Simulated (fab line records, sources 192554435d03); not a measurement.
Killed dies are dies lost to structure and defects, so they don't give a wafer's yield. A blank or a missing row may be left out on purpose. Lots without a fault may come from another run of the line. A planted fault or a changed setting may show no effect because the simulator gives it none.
Chamber matching | flow n5_finfet | N5_BEOL_M1_DEP_57 on pecvd-01: 3 sister chambers
The step deposits SiCN from 3MS/NH3, target thk 8 nm, time 14 s. 20 wafers are shown with their chamber, then 10 later ones without.

WAFERS WITH THEIR CHAMBER
wafer  | chamber | throttle_valve_pct (%) | showerhead_plenum_p_Torr (Torr)
L074.2 | 2       | 8.7                    | 3.644
L074.3 | 0       | 9.3                    | 3.669
L074.5 | 1       | 9.1                    | 3.655
L077.1 | 2       | 8.5                    | 3.647
L077.2 | 0       | 9.3                    | 3.680
L077.3 | 1       | 9.3                    | 3.655
L082.3 | 0       | 9.4                    | 3.671
L082.4 | 2       | 8.4                    | 3.654
L082.6 | 1       | 9.4                    | 3.653
L083.1 | 1       | 9.4                    | 3.647
L083.4 | 1       | 9.5                    | 3.646
L083.5 | 1       | 9.1                    | 3.652
L084.2 | 1       | 9.4                    | 3.659
L084.3 | 1       | 9.5                    | 3.648
L084.6 | 1       | 9.5                    | 3.643
L089.1 | 2       | 8.7                    | 3.651
L089.2 | 0       | 9.6                    | 3.669
L089.6 | 0       | 9.6                    | 3.673
L090.1 | 1       | 9.3                    | 3.640
L090.4 | 0       | 9.2                    | 3.667

SIGNATURES (means of the wafers above)
reading                  | chamber 0 | chamber 1 | chamber 2 | scatter within a chamber
throttle_valve_pct       | 9.400     | 9.350     | 8.575     | 0.156
showerhead_plenum_p_Torr | 3.67150   | 3.64980   | 3.64900   | 0.00535
Rule: a wafer's distance from a chamber is the root of the sum, over the readings, of the square of ((its reading less the chamber's mean) divided by the reading's scatter). The wafer belongs to the nearest chamber; if the next one is less than 2 further off, it can't be placed. The scatter: the root of (the sum of the squares of (reading less its chamber's mean) over the shown wafers, divided by (wafers less chambers)).

WAFERS WITHOUT THEIR CHAMBER
wafer  | throttle_valve_pct (%) | showerhead_plenum_p_Torr (Torr)
L090.5 | 9.1                    | 3.646
L093.2 | 8.6                    | 3.659
L093.5 | 8.3                    | 3.660
L093.6 | 9.2                    | 3.673
L094.2 | 9.4                    | 3.642
L094.3 | 8.7                    | 3.655
L094.4 | 8.5                    | 3.655
L096.3 | 8.6                    | 3.658
L096.4 | 9.4                    | 3.648
L096.5 | 9.5                    | 3.679

WHICH CHAMBER EACH WENT THROUGH
wafer  | from the rows above     | in truth
L090.5 | can't be placed: 1 or 2 | 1
L093.2 | 2                       | 2
L093.5 | 2                       | 2
L093.6 | 0                       | 0
L094.2 | 1                       | 1
L094.3 | 2                       | 2
L094.4 | 2                       | 2
L096.3 | 2                       | 2
L096.4 | 1                       | 1
L096.5 | 0                       | 0
Placed correctly: 9 of 10. Can't be placed from these rows: 1 (the true chamber is among the candidates in 1). Placed wrongly: 0.
